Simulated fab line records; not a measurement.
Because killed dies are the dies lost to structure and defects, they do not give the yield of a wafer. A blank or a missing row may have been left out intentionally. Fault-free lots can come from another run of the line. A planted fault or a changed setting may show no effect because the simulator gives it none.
A sampling plan put to the test || flow nandHarc || one fab line, 12 faults that these records tell of, each judged on the records of the lots that it struck
Plan = the line's own looks (route steps where a gauge or an inspection reads the wafer without altering it). A look can be judged if struck wafers have a number there and the file gives its usual mean and standard deviation on fault-free wafers. Caught: 4 or more of those standard deviations (sigma) separate the usual mean from the mean of the struck wafers at a look after the fault's first step. On the tool: here the same test is run on the tool's own readings at the fault's steps. If the struck wafers alone have a blank record, or they carry another recipe, that too counts as caught.

== THE FAULTS, as the simulator had put them in ==
1. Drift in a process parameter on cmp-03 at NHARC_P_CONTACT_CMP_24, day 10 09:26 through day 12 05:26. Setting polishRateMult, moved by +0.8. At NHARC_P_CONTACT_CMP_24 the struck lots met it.
2. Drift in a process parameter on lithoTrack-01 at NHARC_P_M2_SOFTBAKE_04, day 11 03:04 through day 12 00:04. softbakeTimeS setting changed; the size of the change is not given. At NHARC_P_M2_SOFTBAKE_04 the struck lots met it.
3. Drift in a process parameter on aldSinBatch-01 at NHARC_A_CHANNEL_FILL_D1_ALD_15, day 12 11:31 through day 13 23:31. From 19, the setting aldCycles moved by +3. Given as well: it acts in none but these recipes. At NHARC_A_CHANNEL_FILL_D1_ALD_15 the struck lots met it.
4. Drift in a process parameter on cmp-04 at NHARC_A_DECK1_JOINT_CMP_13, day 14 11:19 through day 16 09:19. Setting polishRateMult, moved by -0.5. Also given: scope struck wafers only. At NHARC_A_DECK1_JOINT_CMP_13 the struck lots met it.
5. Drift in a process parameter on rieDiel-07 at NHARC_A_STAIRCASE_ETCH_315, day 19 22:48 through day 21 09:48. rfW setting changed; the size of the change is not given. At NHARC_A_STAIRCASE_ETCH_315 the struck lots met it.
6. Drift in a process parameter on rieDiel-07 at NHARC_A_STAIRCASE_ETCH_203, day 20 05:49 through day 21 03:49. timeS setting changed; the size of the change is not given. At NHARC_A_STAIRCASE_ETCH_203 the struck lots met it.
7. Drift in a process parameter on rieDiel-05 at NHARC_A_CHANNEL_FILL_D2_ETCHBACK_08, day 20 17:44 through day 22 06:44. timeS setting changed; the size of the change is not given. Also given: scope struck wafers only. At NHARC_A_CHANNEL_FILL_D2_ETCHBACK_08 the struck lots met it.
8. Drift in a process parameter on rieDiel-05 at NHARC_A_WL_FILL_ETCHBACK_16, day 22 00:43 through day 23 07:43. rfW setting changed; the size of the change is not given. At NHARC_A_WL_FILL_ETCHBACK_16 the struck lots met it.
9. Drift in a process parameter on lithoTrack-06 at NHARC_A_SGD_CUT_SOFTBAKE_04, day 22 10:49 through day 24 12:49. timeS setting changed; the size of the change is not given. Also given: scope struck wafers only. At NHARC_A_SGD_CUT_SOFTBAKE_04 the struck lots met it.
10. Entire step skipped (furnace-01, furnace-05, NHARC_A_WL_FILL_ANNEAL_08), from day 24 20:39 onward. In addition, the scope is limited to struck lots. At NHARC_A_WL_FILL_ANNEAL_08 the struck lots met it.
11. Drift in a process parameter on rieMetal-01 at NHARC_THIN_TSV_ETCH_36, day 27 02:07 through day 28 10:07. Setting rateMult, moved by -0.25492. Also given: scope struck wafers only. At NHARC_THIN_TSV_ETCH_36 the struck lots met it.
12. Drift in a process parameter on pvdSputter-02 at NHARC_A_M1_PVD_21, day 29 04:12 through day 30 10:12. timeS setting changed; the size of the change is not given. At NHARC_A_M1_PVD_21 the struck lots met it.

== WHAT THE PLAN SAW ==
{"fault": 1, "on the tool itself": "timeToEndpointS -5.9 sigma", "first look that catches it": "not the one look that can be judged after it", "reading, sigma": "-", "median hours from its first step to that look": "-", "hours from the fault's start to the first struck lot there": "-", "judged looks passed uncaught": 1}
{"fault": 2, "on the tool itself": "heaterPowerTotalW +99 or beyond sigma", "first look that catches it": "not the one look that can be judged after it", "reading, sigma": "strongest: killedAtPeriphery at NHARC_END_SORT_01, +2.5", "median hours from its first step to that look": "-", "hours from the fault's start to the first struck lot there": "-", "judged looks passed uncaught": 1}
{"fault": 3, "on the tool itself": "under 2 sigma", "first look that catches it": "not the one look that can be judged after it", "reading, sigma": "-", "median hours from its first step to that look": "-", "hours from the fault's start to the first struck lot there": "-", "judged looks passed uncaught": 1}
{"fault": 4, "on the tool itself": "timeToEndpointS +4.4 sigma", "first look that catches it": "none of the 2 looks that can be judged after it", "reading, sigma": "-", "median hours from its first step to that look": "-", "hours from the fault's start to the first struck lot there": "-", "judged looks passed uncaught": 2}
{"fault": 5, "on the tool itself": "rfFwdPowerW +53 sigma", "first look that catches it": "not the one look that can be judged after it", "reading, sigma": "-", "median hours from its first step to that look": "-", "hours from the fault's start to the first struck lot there": "-", "judged looks passed uncaught": 1}
{"fault": 6, "on the tool itself": "runLengthS -12 sigma", "first look that catches it": "no look after it can be judged", "reading, sigma": "-", "median hours from its first step to that look": "-", "hours from the fault's start to the first struck lot there": "-", "judged looks passed uncaught": 0}
{"fault": 7, "on the tool itself": "runLengthS +82 sigma", "first look that catches it": "not the one look that can be judged after it", "reading, sigma": "strongest: killedAtOther at NHARC_END_SORT_01, +2.5", "median hours from its first step to that look": "-", "hours from the fault's start to the first struck lot there": "-", "judged looks passed uncaught": 1}
{"fault": 8, "on the tool itself": "rfFwdPowerW -63 sigma", "first look that catches it": "no look after it can be judged", "reading, sigma": "-", "median hours from its first step to that look": "-", "hours from the fault's start to the first struck lot there": "-", "judged looks passed uncaught": 0}
{"fault": 9, "on the tool itself": "heaterPowerTotalW +99 or beyond sigma", "first look that catches it": "no look after it can be judged", "reading, sigma": "-", "median hours from its first step to that look": "-", "hours from the fault's start to the first struck lot there": "-", "judged looks passed uncaught": 0}
{"fault": 10, "on the tool itself": "the tool's record is blank for the struck wafers", "first look that catches it": "no look after it can be judged", "reading, sigma": "-", "median hours from its first step to that look": "-", "hours from the fault's start to the first struck lot there": "-", "judged looks passed uncaught": 0}
{"fault": 11, "on the tool itself": "oesProductAu -17 sigma", "first look that catches it": "not the one look that can be judged after it", "reading, sigma": "-", "median hours from its first step to that look": "-", "hours from the fault's start to the first struck lot there": "-", "judged looks passed uncaught": 1}
{"fault": 12, "on the tool itself": "under 2 sigma", "first look that catches it": "not the one look that can be judged after it", "reading, sigma": "-", "median hours from its first step to that look": "-", "hours from the fault's start to the first struck lot there": "-", "judged looks passed uncaught": 1}
A dash: the fault is not caught, or the number is missing from these records.

Caught at a look: 0 of 12. Caught on the tool: 10 of 12. By one or the other: 10 of 12.
Faults caught by the tool alone: 1, 2, 4, 5, 6, 7, 8, 9, 10, 11.
Caught by neither: faults 3, 12.
